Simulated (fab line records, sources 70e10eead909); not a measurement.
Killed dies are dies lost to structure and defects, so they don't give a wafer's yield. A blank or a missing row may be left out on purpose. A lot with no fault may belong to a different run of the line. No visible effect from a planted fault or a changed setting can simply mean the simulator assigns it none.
Matching of chambers -- flow nand harc -- cmp-01 running NHARC_A_STAIRCASE_CMP_450: 4 sister chambers
The step polishes SiO2, target thk 200 nm. 14 wafers are shown with their chamber, then 7 later ones without.

EACH WAFER AND ITS CHAMBER
wafer,chamber,motor current A (A)
L082.1,2,15.7
L082.3,3,12.1
L082.5,3,12.4
L083.3,2,15.4
L083.5,1,9.7
L083.6,2,15.4
L090.1,1,9.8
L090.2,0,12.3
L090.5,3,12.3
L092.1,3,12.4
L092.3,1,10.5
L092.5,2,14.7
L093.1,3,12.4
L093.2,2,15.5

SIGNATURES, as means of the wafers listed above
reading,chamber 0,chamber 1,chamber 2,chamber 3,scatter within a chamber
motor current A,12.300,10.000,15.340,12.320,0.319
Rule: for each reading, subtract the chamber's mean from the wafer's reading, divide by that reading's scatter and square the result; add these up over the readings and take the root, which gives the wafer's distance from the chamber. The wafer belongs to the nearest chamber; if the next one is less than 2 further off, it can't be placed. How the scatter is found: for the shown wafers, subtract from each reading the mean of its chamber, square and add these, divide the total by (wafers less chambers), then take the root.

WAFERS WHOSE CHAMBER IS MISSING
wafer,motor current A (A)
L093.4,13.0
L095.1,12.5
L095.3,11.8
L095.4,14.3
L096.2,12.7
L096.4,10.2
L096.6,12.0

CHAMBER TAKEN BY EACH
wafer,from the rows above,in truth
L093.4,can't be placed: 3 or 0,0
L095.1,can't be placed: 3 or 0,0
L095.3,can't be placed: 0 or 3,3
L095.4,2,2
L096.2,can't be placed: 3 or 0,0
L096.4,1,1
L096.6,can't be placed: 0 or 3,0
Correctly placed: 2 of 7. Cannot be placed on the basis of these rows: 5; the candidates contain the true chamber in 5. Placed wrongly: 0.
